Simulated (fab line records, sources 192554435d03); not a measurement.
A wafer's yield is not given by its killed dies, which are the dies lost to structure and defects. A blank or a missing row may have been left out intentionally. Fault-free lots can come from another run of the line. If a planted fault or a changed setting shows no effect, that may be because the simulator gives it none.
fab line records / flow n5-finfet
[record] lots = 12 wafers = 34 last-day = 18
route steps=1938 shown BEOL_M6@1216
lots untouched by any fault: they come from a run of this same line in which no faults occurred
start-h: hours from the record's opening day to when the first of the lot's shown wafers began / wait-h: hours from the lot's prior step to this one / " repeats the value in the row above / L1.1+2: one row covering several wafers at once / - value missing, or start not given / * or withheld: withheld / < > ~ a bound
route shown NAME@n: NAME is a module with steps in the file, n the number in the route of the first one / usual: average and standard deviation across the fault-free wafers / same: alike in all rows / chamber/n: place in a boat / sites: each site's reading / _std_site: standard deviation across them / _edge_site: the outer-site mean with the inner-site mean subtracted / radius-mm: for every site, how far away it sits from the centre of the wafer / mask NAME#n: copy n / behind: the last tool/chamber to shape the wafer / hold: reason for holding the lot/hours on hold/outcome of the hold / device: the transistor (n, p or np) that didn't switch / end of line: tests of these same wafers at the route's end / where a step has no rows: the recipe by itself / killed: not the wafer's yield, but the dies lost to structure and defects at the first sort / map: a wafer's dies, x killed, . not, _ none there
set.NAME: the run value of the setting; set.NAME@STEP: its run value at that earlier step / model.NAME: the simulator's own value behind a step, which no gauge read
route steps across a sampled set of lots; one table per step, one row per wafer
services: the hour from which a tool's chamber was out of use, counted from the record's first day as start-h (under 0 if before that day), plus the number of hours and why
[[steps]]
[step N5_BEOL_M6_STRIP_19]
[recipe] chemistry = O2 power-w = 400 temp-c = 40 pressure-mtorr = 30 rf-frequency-hz = 6e+07 bias-power-w = 0 overash-fraction = 0.2 o2-flow-sccm = 225
[usual] drypump-motor-current-A = 5.7/0.55 o2-flow-sccm = 225.1/0.58 oes-product-au = 0.82/0.077 rf-vpp-V = 3.7/0.62 showerhead-plenum-p-Torr = 2.05/0.063 throttle-valve-pct = 16.67/0.21
lot.wafer=L893.3 tool=rie-diel-03 chamber=0 start-h=188.35 wait-h=0.1 drypump-motor-current-A=5.0 o2-flow-sccm=225.0 oes-product-au=0.89 rf-hours-counter-h=42 rf-vpp-V=3.4 showerhead-plenum-p-Torr=2.15 throttle-valve-pct=16.85
lot.wafer=L893.5 tool=rie-diel-03 chamber=3 start-h=188.35 wait-h=0.1 drypump-motor-current-A=6.5 o2-flow-sccm=223.9 oes-product-au=0.91 rf-hours-counter-h=- rf-vpp-V=3.3 showerhead-plenum-p-Torr=2.22 throttle-valve-pct=16.35
lot.wafer=L895.1 tool=rie-diel-06 chamber=0 start-h=204.20 wait-h=0.1 drypump-motor-current-A=5.2 o2-flow-sccm=225.5 oes-product-au=0.82 rf-hours-counter-h=71 rf-vpp-V=3.2 showerhead-plenum-p-Torr=2.03 throttle-valve-pct=16.56
lot.wafer=L895.2 tool=rie-diel-06 chamber=2 start-h=204.20 wait-h=0.1 drypump-motor-current-A=5.4 o2-flow-sccm=224.3 oes-product-au=0.69 rf-hours-counter-h=232 rf-vpp-V=3.7 showerhead-plenum-p-Torr=1.97 throttle-valve-pct=16.85
lot.wafer=L895.3 tool=rie-diel-06 chamber=1 start-h=204.20 wait-h=0.1 drypump-motor-current-A=4.9 o2-flow-sccm=225.4 oes-product-au=0.81 rf-hours-counter-h=103 rf-vpp-V=4.2 showerhead-plenum-p-Torr=2.01 throttle-valve-pct=16.61
lot.wafer=L896.3 tool=rie-diel-06 chamber=3 start-h=205.34 wait-h=0.1 drypump-motor-current-A=6.7 o2-flow-sccm=224.5 oes-product-au=0.94 rf-hours-counter-h=20 rf-vpp-V=4.3 showerhead-plenum-p-Torr=2.07 throttle-valve-pct=16.72
lot.wafer=L896.5 tool=rie-diel-06 chamber=2 start-h=205.34 wait-h=0.1 drypump-motor-current-A=5.4 o2-flow-sccm=224.2 oes-product-au=0.70 rf-hours-counter-h=- rf-vpp-V=2.9 showerhead-plenum-p-Torr=1.97 throttle-valve-pct=16.87
lot.wafer=L896.6 tool=rie-diel-06 chamber=1 start-h=205.34 wait-h=0.1 drypump-motor-current-A=4.8 o2-flow-sccm=225.7 oes-product-au=0.82 rf-hours-counter-h=- rf-vpp-V=3.5 showerhead-plenum-p-Torr=2.01 throttle-valve-pct=16.62
lot.wafer=L897.1 tool=rie-diel-04 chamber=2 start-h=220.01 wait-h=0.1 drypump-motor-current-A=5.8 o2-flow-sccm=225.2 oes-product-au=0.68 rf-hours-counter-h=243 rf-vpp-V=3.8 showerhead-plenum-p-Torr=2.05 throttle-valve-pct=16.87
lot.wafer=L897.4 tool=rie-diel-04 chamber=3 start-h=220.01 wait-h=0.1 drypump-motor-current-A=5.6 o2-flow-sccm=224.8 oes-product-au=0.84 rf-hours-counter-h=- rf-vpp-V=4.3 showerhead-plenum-p-Torr=2.06 throttle-valve-pct=16.94
lot.wafer=L897.6 tool=rie-diel-04 chamber=1 start-h=220.01 wait-h=0.1 drypump-motor-current-A=6.1 o2-flow-sccm=226.0 oes-product-au=0.83 rf-hours-counter-h=- rf-vpp-V=3.8 showerhead-plenum-p-Torr=2.06 throttle-valve-pct=16.55
lot.wafer=L899.1 tool=rie-diel-04 chamber=2 start-h=225.96 wait-h=0.1 drypump-motor-current-A=5.9 o2-flow-sccm=225.2 oes-product-au=0.68 rf-hours-counter-h=245 rf-vpp-V=2.1 showerhead-plenum-p-Torr=2.05 throttle-valve-pct=16.86
lot.wafer=L899.2 tool=rie-diel-04 chamber=0 start-h=225.96 wait-h=0.1 drypump-motor-current-A=5.5 o2-flow-sccm=224.6 oes-product-au=0.73 rf-hours-counter-h=151 rf-vpp-V=3.6 showerhead-plenum-p-Torr=2.00 throttle-valve-pct=16.65
lot.wafer=L899.3 tool=rie-diel-04 chamber=1 start-h=225.96 wait-h=0.1 drypump-motor-current-A=6.1 o2-flow-sccm=224.8 oes-product-au=0.84 rf-hours-counter-h=67 rf-vpp-V=2.7 showerhead-plenum-p-Torr=2.06 throttle-valve-pct=16.56
lot.wafer=L900.1 tool=rie-diel-03 chamber=0 start-h=233.78 wait-h=0.1 drypump-motor-current-A=5.0 o2-flow-sccm=225.3 oes-product-au=0.86 rf-hours-counter-h=58 rf-vpp-V=3.5 showerhead-plenum-p-Torr=2.14 throttle-valve-pct=16.88
lot.wafer=L900.3 tool=rie-diel-03 chamber=1 start-h=233.78 wait-h=0.1 drypump-motor-current-A=6.5 o2-flow-sccm=225.3 oes-product-au=0.67 rf-hours-counter-h=247 rf-vpp-V=2.9 showerhead-plenum-p-Torr=1.97 throttle-valve-pct=16.95
lot.wafer=L900.6 tool=rie-diel-03 chamber=0 start-h=233.78 wait-h=0.1 drypump-motor-current-A=5.0 o2-flow-sccm=224.0 oes-product-au=0.85 rf-hours-counter-h=- rf-vpp-V=3.5 showerhead-plenum-p-Torr=2.15 throttle-valve-pct=16.90
lot.wafer=L901.2 tool=rie-diel-04 chamber=3 start-h=234.25 wait-h=0.1 drypump-motor-current-A=5.7 o2-flow-sccm=224.8 oes-product-au=0.84 rf-hours-counter-h=85 rf-vpp-V=4.2 showerhead-plenum-p-Torr=2.06 throttle-valve-pct=16.96
lot.wafer=L901.5 tool=rie-diel-04 chamber=3 start-h=234.25 wait-h=0.1 drypump-motor-current-A=5.6 o2-flow-sccm=224.4 oes-product-au=0.84 rf-hours-counter-h=- rf-vpp-V=4.3 showerhead-plenum-p-Torr=2.06 throttle-valve-pct=16.95
lot.wafer=L901.6 tool=rie-diel-04 chamber=0 start-h=234.25 wait-h=0.1 drypump-motor-current-A=5.5 o2-flow-sccm=224.9 oes-product-au=0.74 rf-hours-counter-h=- rf-vpp-V=4.1 showerhead-plenum-p-Torr=2.00 throttle-valve-pct=16.66
lot.wafer=L904.1 tool=rie-diel-03 chamber=0 start-h=254.24 wait-h=0.1 drypump-motor-current-A=5.0 o2-flow-sccm=225.9 oes-product-au=0.84 rf-hours-counter-h=66 rf-vpp-V=3.5 showerhead-plenum-p-Torr=2.14 throttle-valve-pct=16.85
lot.wafer=L904.4 tool=rie-diel-03 chamber=3 start-h=254.24 wait-h=0.1 drypump-motor-current-A=6.5 o2-flow-sccm=224.2 oes-product-au=0.88 rf-hours-counter-h=- rf-vpp-V=4.4 showerhead-plenum-p-Torr=2.21 throttle-valve-pct=16.37
lot.wafer=L909.2 tool=rie-diel-04 chamber=0 start-h=286.36 wait-h=0.1 drypump-motor-current-A=5.5 o2-flow-sccm=225.1 oes-product-au=0.71 rf-hours-counter-h=175 rf-vpp-V=3.8 showerhead-plenum-p-Torr=1.99 throttle-valve-pct=16.70
lot.wafer=L909.4 tool=rie-diel-04 chamber=0 start-h=286.36 wait-h=0.1 drypump-motor-current-A=5.5 o2-flow-sccm=224.8 oes-product-au=0.72 rf-hours-counter-h=- rf-vpp-V=4.8 showerhead-plenum-p-Torr=1.99 throttle-valve-pct=16.69
lot.wafer=L909.5 tool=rie-diel-04 chamber=2 start-h=286.36 wait-h=0.1 drypump-motor-current-A=5.8 o2-flow-sccm=225.2 oes-product-au=0.95 rf-hours-counter-h=- rf-vpp-V=4.4 showerhead-plenum-p-Torr=2.04 throttle-valve-pct=16.39
lot.wafer=L913.2 tool=rie-diel-04 chamber=0 start-h=311.24 wait-h=0.1 drypump-motor-current-A=5.5 o2-flow-sccm=225.0 oes-product-au=0.71 rf-hours-counter-h=186 rf-vpp-V=3.7 showerhead-plenum-p-Torr=1.99 throttle-valve-pct=16.72
lot.wafer=L913.3 tool=rie-diel-04 chamber=2 start-h=311.24 wait-h=0.1 drypump-motor-current-A=5.9 o2-flow-sccm=224.2 oes-product-au=0.91 rf-hours-counter-h=16 rf-vpp-V=4.3 showerhead-plenum-p-Torr=2.04 throttle-valve-pct=16.40
lot.wafer=L913.5 tool=rie-diel-04 chamber=0 start-h=311.24 wait-h=0.1 drypump-motor-current-A=5.5 o2-flow-sccm=225.1 oes-product-au=0.72 rf-hours-counter-h=- rf-vpp-V=3.1 showerhead-plenum-p-Torr=1.99 throttle-valve-pct=16.71
lot.wafer=L915.2 tool=rie-diel-03 chamber=3 start-h=317.47 wait-h=0.1 drypump-motor-current-A=6.5 o2-flow-sccm=225.2 oes-product-au=0.84 rf-hours-counter-h=73 rf-vpp-V=2.7 showerhead-plenum-p-Torr=2.21 throttle-valve-pct=16.42
lot.wafer=L915.3 tool=rie-diel-03 chamber=2 start-h=317.47 wait-h=0.1 drypump-motor-current-A=4.8 o2-flow-sccm=224.9 oes-product-au=0.84 rf-hours-counter-h=82 rf-vpp-V=2.8 showerhead-plenum-p-Torr=2.05 throttle-valve-pct=16.42
lot.wafer=L915.6 tool=rie-diel-03 chamber=2 start-h=317.47 wait-h=0.1 drypump-motor-current-A=4.8 o2-flow-sccm=224.6 oes-product-au=0.83 rf-hours-counter-h=- rf-vpp-V=4.1 showerhead-plenum-p-Torr=2.05 throttle-valve-pct=16.45
lot.wafer=L914.2 tool=rie-diel-04 chamber=2 start-h=322.60 wait-h=0.1 drypump-motor-current-A=5.8 o2-flow-sccm=225.5 oes-product-au=0.90 rf-hours-counter-h=20 rf-vpp-V=4.8 showerhead-plenum-p-Torr=2.04 throttle-valve-pct=16.42
lot.wafer=L914.4 tool=rie-diel-04 chamber=0 start-h=322.60 wait-h=0.1 drypump-motor-current-A=5.5 o2-flow-sccm=224.1 oes-product-au=0.72 rf-hours-counter-h=189 rf-vpp-V=3.1 showerhead-plenum-p-Torr=1.99 throttle-valve-pct=16.72
lot.wafer=L914.6 tool=rie-diel-04 chamber=3 start-h=322.60 wait-h=0.1 drypump-motor-current-A=5.6 o2-flow-sccm=225.2 oes-product-au=0.80 rf-hours-counter-h=- rf-vpp-V=3.5 showerhead-plenum-p-Torr=2.05 throttle-valve-pct=17.02
[step N5_BEOL_M6_OVL_MEAS_29]
[recipe] points-per-wafer = 522
[usual] V5_OVL = -0.6/0.58
lot.wafer=L893.3 tool=overlay-02 chamber=0 start-h=189.91 wait-h=0.0 V5_OVL[nm]=-0.6
lot.wafer=L893.5 tool=overlay-02 chamber=0 start-h=189.91 wait-h=0.0 V5_OVL[nm]=-0.3
lot.wafer=L895.1 tool=overlay-01 chamber=0 start-h=205.99 wait-h=0.0 V5_OVL[nm]=-0.7
lot.wafer=L895.2 tool=overlay-01 chamber=0 start-h=205.99 wait-h=0.0 V5_OVL[nm]=-0.1
lot.wafer=L895.3 tool=overlay-01 chamber=0 start-h=205.99 wait-h=0.0 V5_OVL[nm]=-0.6
lot.wafer=L896.3 tool=overlay-02 chamber=0 start-h=206.05 wait-h=0.0 V5_OVL[nm]=0.4
lot.wafer=L896.5 tool=overlay-02 chamber=0 start-h=206.05 wait-h=0.0 V5_OVL[nm]=-0.1
lot.wafer=L896.6 tool=overlay-02 chamber=0 start-h=206.05 wait-h=0.0 V5_OVL[nm]=0.2
lot.wafer=L897.1 tool=overlay-02 chamber=0 start-h=221.32 wait-h=0.0 V5_OVL[nm]=0.4
lot.wafer=L897.4 tool=overlay-02 chamber=0 start-h=221.32 wait-h=0.0 V5_OVL[nm]=0.9
lot.wafer=L897.6 tool=overlay-02 chamber=0 start-h=221.32 wait-h=0.0 V5_OVL[nm]=0.2
lot.wafer=L899.1 tool=overlay-02 chamber=0 start-h=227.24 wait-h=0.0 V5_OVL[nm]=-0.6
lot.wafer=L899.2 tool=overlay-02 chamber=0 start-h=227.24 wait-h=0.0 V5_OVL[nm]=-0.4
lot.wafer=L899.3 tool=overlay-02 chamber=0 start-h=227.24 wait-h=0.0 V5_OVL[nm]=-0.9
lot.wafer=L900.1 tool=overlay-01 chamber=0 start-h=235.43 wait-h=0.0 V5_OVL[nm]=-1.5
lot.wafer=L900.3 tool=overlay-01 chamber=0 start-h=235.43 wait-h=0.0 V5_OVL[nm]=-0.9
lot.wafer=L900.6 tool=overlay-01 chamber=0 start-h=235.43 wait-h=0.0 V5_OVL[nm]=-1.1
lot.wafer=L901.2 tool=overlay-02 chamber=0 start-h=235.61 wait-h=0.0 V5_OVL[nm]=-0.8
lot.wafer=L901.5 tool=overlay-02 chamber=0 start-h=235.61 wait-h=0.0 V5_OVL[nm]=-1.3
lot.wafer=L901.6 tool=overlay-02 chamber=0 start-h=235.61 wait-h=0.0 V5_OVL[nm]=-0.6
lot.wafer=L904.1 tool=overlay-02 chamber=0 start-h=255.74 wait-h=0.0 V5_OVL[nm]=-0.8
lot.wafer=L904.4 tool=overlay-02 chamber=0 start-h=255.74 wait-h=0.0 V5_OVL[nm]=-0.8
lot.wafer=L909.2 tool=overlay-02 chamber=0 start-h=286.90 wait-h=0.0 V5_OVL[nm]=-1.9
lot.wafer=L909.4 tool=overlay-02 chamber=0 start-h=286.90 wait-h=0.0 V5_OVL[nm]=-0.5
lot.wafer=L909.5 tool=overlay-02 chamber=0 start-h=286.90 wait-h=0.0 V5_OVL[nm]=-0.1
lot.wafer=L913.2 tool=overlay-02 chamber=0 start-h=312.32 wait-h=0.0 V5_OVL[nm]=0.0
lot.wafer=L913.3 tool=overlay-02 chamber=0 start-h=312.32 wait-h=0.0 V5_OVL[nm]=-0.4
lot.wafer=L913.5 tool=overlay-02 chamber=0 start-h=312.32 wait-h=0.0 V5_OVL[nm]=-1.2
lot.wafer=L915.2 tool=overlay-02 chamber=0 start-h=321.23 wait-h=0.0 V5_OVL[nm]=-1.5
lot.wafer=L915.3 tool=overlay-02 chamber=0 start-h=321.23 wait-h=0.0 V5_OVL[nm]=-1.2
lot.wafer=L915.6 tool=overlay-02 chamber=0 start-h=321.23 wait-h=0.0 V5_OVL[nm]=-1.2
lot.wafer=L914.2 tool=overlay-02 chamber=0 start-h=323.21 wait-h=0.0 V5_OVL[nm]=-0.4
lot.wafer=L914.4 tool=overlay-02 chamber=0 start-h=323.21 wait-h=0.0 V5_OVL[nm]=0.2
lot.wafer=L914.6 tool=overlay-02 chamber=0 start-h=323.21 wait-h=0.0 V5_OVL[nm]=-0.5
[step N5_BEOL_M6_CURE_75]
[recipe] temp-c = 370 time-s = 120 ambient = DMADMS/He material = SiCOH_lowk
[usual] lamp-power-pct = 52.32/0.049 wafer_temp_C_max = 371.8/0.72
lot.wafer=L893.3 tool=uv-cure-01 chamber=2 start-h=191.11 wait-h=0.1 lamp-power-pct=52.38 wafer_temp_C_max=371.7
lot.wafer=L893.5 tool=uv-cure-01 chamber=2 start-h=191.11 wait-h=0.1 lamp-power-pct=52.32 wafer_temp_C_max=372.2
lot.wafer=L895.1 tool=uv-cure-01 chamber=1 start-h=206.79 wait-h=0.0 lamp-power-pct=52.34 wafer_temp_C_max=370.9
lot.wafer=L895.2 tool=uv-cure-01 chamber=1 start-h=206.79 wait-h=0.0 lamp-power-pct=52.30 wafer_temp_C_max=371.0
lot.wafer=L895.3 tool=uv-cure-01 chamber=1 start-h=206.79 wait-h=0.0 lamp-power-pct=52.33 wafer_temp_C_max=371.2
lot.wafer=L896.3 tool=uv-cure-03 chamber=1 start-h=207.09 wait-h=0.2 lamp-power-pct=52.30 wafer_temp_C_max=371.2
lot.wafer=L896.5 tool=uv-cure-03 chamber=1 start-h=207.09 wait-h=0.2 lamp-power-pct=52.39 wafer_temp_C_max=371.3
lot.wafer=L896.6 tool=uv-cure-03 chamber=1 start-h=207.09 wait-h=0.2 lamp-power-pct=52.27 wafer_temp_C_max=371.6
lot.wafer=L897.1 tool=uv-cure-01 chamber=0 start-h=222.12 wait-h=0.0 lamp-power-pct=52.38 wafer_temp_C_max=372.6
lot.wafer=L897.4 tool=uv-cure-01 chamber=0 start-h=222.12 wait-h=0.0 lamp-power-pct=52.23 wafer_temp_C_max=373.1
lot.wafer=L897.6 tool=uv-cure-01 chamber=0 start-h=222.12 wait-h=0.0 lamp-power-pct=52.29 wafer_temp_C_max=371.8
lot.wafer=L899.1 tool=uv-cure-01 chamber=1 start-h=227.95 wait-h=0.0 lamp-power-pct=52.29 wafer_temp_C_max=370.7
lot.wafer=L899.2 tool=uv-cure-01 chamber=1 start-h=227.95 wait-h=0.0 lamp-power-pct=52.30 wafer_temp_C_max=371.0
lot.wafer=L899.3 tool=uv-cure-01 chamber=1 start-h=227.95 wait-h=0.0 lamp-power-pct=52.38 wafer_temp_C_max=370.9
lot.wafer=L900.1 tool=uv-cure-03 chamber=1 start-h=236.32 wait-h=0.1 lamp-power-pct=52.28 wafer_temp_C_max=371.0
lot.wafer=L900.3 tool=uv-cure-03 chamber=1 start-h=236.32 wait-h=0.1 lamp-power-pct=52.28 wafer_temp_C_max=371.2
lot.wafer=L900.6 tool=uv-cure-03 chamber=1 start-h=236.32 wait-h=0.1 lamp-power-pct=52.34 wafer_temp_C_max=372.1
lot.wafer=L901.2 tool=uv-cure-01 chamber=2 start-h=236.48 wait-h=0.2 lamp-power-pct=52.25 wafer_temp_C_max=372.4
lot.wafer=L901.5 tool=uv-cure-01 chamber=2 start-h=236.48 wait-h=0.2 lamp-power-pct=52.26 wafer_temp_C_max=371.8
lot.wafer=L901.6 tool=uv-cure-01 chamber=2 start-h=236.48 wait-h=0.2 lamp-power-pct=52.27 wafer_temp_C_max=372.1
lot.wafer=L904.1 tool=uv-cure-01 chamber=1 start-h=257.44 wait-h=0.0 lamp-power-pct=52.34 wafer_temp_C_max=371.3
lot.wafer=L904.4 tool=uv-cure-01 chamber=1 start-h=257.44 wait-h=0.0 lamp-power-pct=52.37 wafer_temp_C_max=371.0
lot.wafer=L909.2 tool=uv-cure-01 chamber=1 start-h=287.71 wait-h=0.1 lamp-power-pct=52.33 wafer_temp_C_max=370.4
lot.wafer=L909.4 tool=uv-cure-01 chamber=1 start-h=287.71 wait-h=0.1 lamp-power-pct=52.36 wafer_temp_C_max=371.3
lot.wafer=L909.5 tool=uv-cure-01 chamber=1 start-h=287.71 wait-h=0.1 lamp-power-pct=52.31 wafer_temp_C_max=370.9
lot.wafer=L913.2 tool=uv-cure-01 chamber=2 start-h=313.07 wait-h=0.1 lamp-power-pct=52.33 wafer_temp_C_max=371.8
lot.wafer=L913.3 tool=uv-cure-01 chamber=2 start-h=313.07 wait-h=0.1 lamp-power-pct=52.26 wafer_temp_C_max=372.3
lot.wafer=L913.5 tool=uv-cure-01 chamber=2 start-h=313.07 wait-h=0.1 lamp-power-pct=52.26 wafer_temp_C_max=372.6
lot.wafer=L915.2 tool=uv-cure-03 chamber=2 start-h=322.40 wait-h=0.1 lamp-power-pct=52.35 wafer_temp_C_max=372.4
lot.wafer=L915.3 tool=uv-cure-03 chamber=2 start-h=322.40 wait-h=0.1 lamp-power-pct=52.27 wafer_temp_C_max=373.2
lot.wafer=L915.6 tool=uv-cure-03 chamber=2 start-h=322.40 wait-h=0.1 lamp-power-pct=52.34 wafer_temp_C_max=373.6
lot.wafer=L914.2 tool=uv-cure-01 chamber=2 start-h=327.32 wait-h=0.1 lamp-power-pct=52.34 wafer_temp_C_max=372.7
lot.wafer=L914.4 tool=uv-cure-01 chamber=2 start-h=327.32 wait-h=0.1 lamp-power-pct=52.34 wafer_temp_C_max=372.8
lot.wafer=L914.6 tool=uv-cure-01 chamber=2 start-h=327.32 wait-h=0.1 lamp-power-pct=52.33 wafer_temp_C_max=372.6
[step N5_BEOL_M6_ALD_77]
[recipe] material = TaN target-thk-a = 20 temp-c = 275 ald-precursor-family = PDMAT ald-co-reactant = NH3 pressure-torr = 3 carrier-flow-sccm = 1500 pulse-time-s = 2 purge-time-s = 3 co-reactant-purge-time-s = 2 co-reactant-pulse-time-s = 3 ald-cycles = 40 precursor-vessel-temp-c = 75 precursor-vessel-pressure-torr = 26.25 precursor-vessel-carrier-sccm = 1000
[usual] co-reactant-pulse-time-s = 3/0 heater-power-w = 412/44
[same] ald-cycles = 40
lot.wafer=L893.3 tool=ald-metal-02 chamber=1 start-h=191.76 wait-h=0.0 co-reactant-pulse-time-s=3 heater-power-w=390
lot.wafer=L893.5 tool=ald-metal-02 chamber=2 start-h=191.76 wait-h=0.0 co-reactant-pulse-time-s=3 heater-power-w=378
lot.wafer=L895.1 tool=ald-metal-01 chamber=0 start-h=207.33 wait-h=0.0 co-reactant-pulse-time-s=3 heater-power-w=361
lot.wafer=L895.2 tool=ald-metal-01 chamber=1 start-h=207.33 wait-h=0.0 co-reactant-pulse-time-s=3 heater-power-w=458
lot.wafer=L895.3 tool=ald-metal-01 chamber=2 start-h=207.33 wait-h=0.0 co-reactant-pulse-time-s=3 heater-power-w=489
lot.wafer=L896.3 tool=ald-metal-02 chamber=1 start-h=207.54 wait-h=0.2 co-reactant-pulse-time-s=3 heater-power-w=382
lot.wafer=L896.5 tool=ald-metal-02 chamber=3 start-h=207.54 wait-h=0.2 co-reactant-pulse-time-s=3 heater-power-w=431
lot.wafer=L896.6 tool=ald-metal-02 chamber=0 start-h=207.54 wait-h=0.2 co-reactant-pulse-time-s=3 heater-power-w=470
lot.wafer=L897.1 tool=ald-metal-02 chamber=1 start-h=223.02 wait-h=0.3 co-reactant-pulse-time-s=3 heater-power-w=381
lot.wafer=L897.4 tool=ald-metal-02 chamber=0 start-h=223.02 wait-h=0.3 co-reactant-pulse-time-s=3 heater-power-w=462
lot.wafer=L897.6 tool=ald-metal-02 chamber=2 start-h=223.02 wait-h=0.3 co-reactant-pulse-time-s=3 heater-power-w=366
lot.wafer=L899.1 tool=ald-metal-02 chamber=2 start-h=228.78 wait-h=0.1 co-reactant-pulse-time-s=3 heater-power-w=368
lot.wafer=L899.2 tool=ald-metal-02 chamber=1 start-h=228.78 wait-h=0.1 co-reactant-pulse-time-s=3.2406 heater-power-w=386
lot.wafer=L899.3 tool=ald-metal-02 chamber=0 start-h=228.78 wait-h=0.1 co-reactant-pulse-time-s=3 heater-power-w=452
lot.wafer=L900.1 tool=ald-metal-01 chamber=2 start-h=237.22 wait-h=0.2 co-reactant-pulse-time-s=3 heater-power-w=505
lot.wafer=L900.3 tool=ald-metal-01 chamber=1 start-h=237.22 wait-h=0.2 co-reactant-pulse-time-s=3 heater-power-w=455
lot.wafer=L900.6 tool=ald-metal-01 chamber=2 start-h=237.22 wait-h=0.2 co-reactant-pulse-time-s=3 heater-power-w=495
lot.wafer=L901.2 tool=ald-metal-02 chamber=1 start-h=237.40 wait-h=0.0 co-reactant-pulse-time-s=3.2406 heater-power-w=377
lot.wafer=L901.5 tool=ald-metal-02 chamber=1 start-h=237.40 wait-h=0.0 co-reactant-pulse-time-s=3 heater-power-w=384
lot.wafer=L901.6 tool=ald-metal-02 chamber=3 start-h=237.40 wait-h=0.0 co-reactant-pulse-time-s=3 heater-power-w=411
lot.wafer=L904.1 tool=ald-metal-02 chamber=1 start-h=259.41 wait-h=0.0 co-reactant-pulse-time-s=3 heater-power-w=380
lot.wafer=L904.4 tool=ald-metal-02 chamber=0 start-h=259.41 wait-h=0.0 co-reactant-pulse-time-s=3.2406 heater-power-w=468
lot.wafer=L909.2 tool=ald-metal-03 chamber=1 start-h=288.75 wait-h=0.1 co-reactant-pulse-time-s=3 heater-power-w=431
lot.wafer=L909.4 tool=ald-metal-03 chamber=3 start-h=288.75 wait-h=0.1 co-reactant-pulse-time-s=3 heater-power-w=333
lot.wafer=L909.5 tool=ald-metal-03 chamber=0 start-h=288.75 wait-h=0.1 co-reactant-pulse-time-s=3 heater-power-w=399
lot.wafer=L913.2 tool=ald-metal-02 chamber=3 start-h=313.81 wait-h=0.0 co-reactant-pulse-time-s=3 heater-power-w=435
lot.wafer=L913.3 tool=ald-metal-02 chamber=2 start-h=313.81 wait-h=0.0 co-reactant-pulse-time-s=3 heater-power-w=369
lot.wafer=L913.5 tool=ald-metal-02 chamber=0 start-h=313.81 wait-h=0.0 co-reactant-pulse-time-s=3 heater-power-w=460
lot.wafer=L915.2 tool=ald-metal-02 chamber=0 start-h=322.80 wait-h=0.1 co-reactant-pulse-time-s=3 heater-power-w=459
lot.wafer=L915.3 tool=ald-metal-02 chamber=1 start-h=322.80 wait-h=0.1 co-reactant-pulse-time-s=3 heater-power-w=376
lot.wafer=L915.6 tool=ald-metal-02 chamber=1 start-h=322.80 wait-h=0.1 co-reactant-pulse-time-s=3 heater-power-w=381
lot.wafer=L914.2 tool=ald-metal-03 chamber=1 start-h=328.01 wait-h=0.0 co-reactant-pulse-time-s=3 heater-power-w=439
lot.wafer=L914.4 tool=ald-metal-03 chamber=0 start-h=328.01 wait-h=0.0 co-reactant-pulse-time-s=3 heater-power-w=401
lot.wafer=L914.6 tool=ald-metal-03 chamber=0 start-h=328.01 wait-h=0.0 co-reactant-pulse-time-s=3 heater-power-w=409
[[services]]
tool=uv-cure-01 chamber=- start-h=165.90 hours=2.1 kind=pm
tool=ald-metal-01 chamber=1 start-h=166.47 hours=37.5 kind=repair
tool=ald-metal-01 chamber=- start-h=174.89 hours=1.0 kind=repair
tool=uv-cure-01 chamber=- start-h=176.41 hours=1.2 kind=repair
tool=ald-metal-03 chamber=- start-h=194.52 hours=6.0 kind=pm
tool=ald-metal-01 chamber=- start-h=202.97 hours=0.9 kind=repair
tool=ald-metal-02 chamber=0 start-h=232.68 hours=5.0 kind=repair
tool=ald-metal-03 chamber=- start-h=234.85 hours=8.7 kind=pm
tool=uv-cure-03 chamber=- start-h=238.00 hours=2.1 kind=pm
tool=rie-diel-04 chamber=2 start-h=239.29 hours=- kind=clean
tool=rie-diel-04 chamber=2 start-h=239.29 hours=- kind=consumable-replace:focus-ring
tool=rie-diel-04 chamber=2 start-h=239.29 hours=25.0 kind=scheduled-down
tool=rie-diel-04 chamber=2 start-h=239.29 hours=25.0 kind=vent-cycle
tool=rie-diel-03 chamber=1 start-h=241.09 hours=- kind=clean
tool=rie-diel-03 chamber=1 start-h=241.09 hours=- kind=consumable-replace:focus-ring
tool=rie-diel-06 chamber=2 start-h=243.08 hours=8.3 kind=repair
tool=ald-metal-03 chamber=0 start-h=250.12 hours=27.4 kind=repair
tool=ald-metal-02 chamber=3 start-h=253.00 hours=4.2 kind=repair
tool=ald-metal-02 chamber=- start-h=262.73 hours=0.6 kind=repair
tool=uv-cure-03 chamber=- start-h=279.94 hours=5.0 kind=repair
tool=rie-diel-04 chamber=3 start-h=281.53 hours=2.6 kind=repair
tool=ald-metal-02 chamber=- start-h=283.56 hours=8.7 kind=pm
tool=uv-cure-03 chamber=- start-h=302.61 hours=6.0 kind=pm
tool=rie-diel-04 chamber=- start-h=311.41 hours=0.7 kind=repair
[[key]]
[first-sign] step = N5_BEOL_M6_ALD_77 reading = co-reactant-pulse-time-s direction = up sigmas = 99+ usual = * struck = *
effect none on later readings
met-at N5_BEOL_M6_ALD_77
struck-lots L899,L901,L904
struck-wafers L899.2,L901.2,L904.4
not-acting-at N5_BEOL_M6_STRIP_19,N5_BEOL_M6_OVL_MEAS_29,N5_BEOL_M6_CURE_75
onset-between 223.02 228.78
[fault] kind = process-parameter-drift tool = ald-metal-02 chamber = - onset-h = 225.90 steps = N5_BEOL_M6_ALD_77 channel = co-reactant-pulse-time-s offset = * shape = step end-h = 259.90 scope = struck-wafers-only acts-in = * stated = *
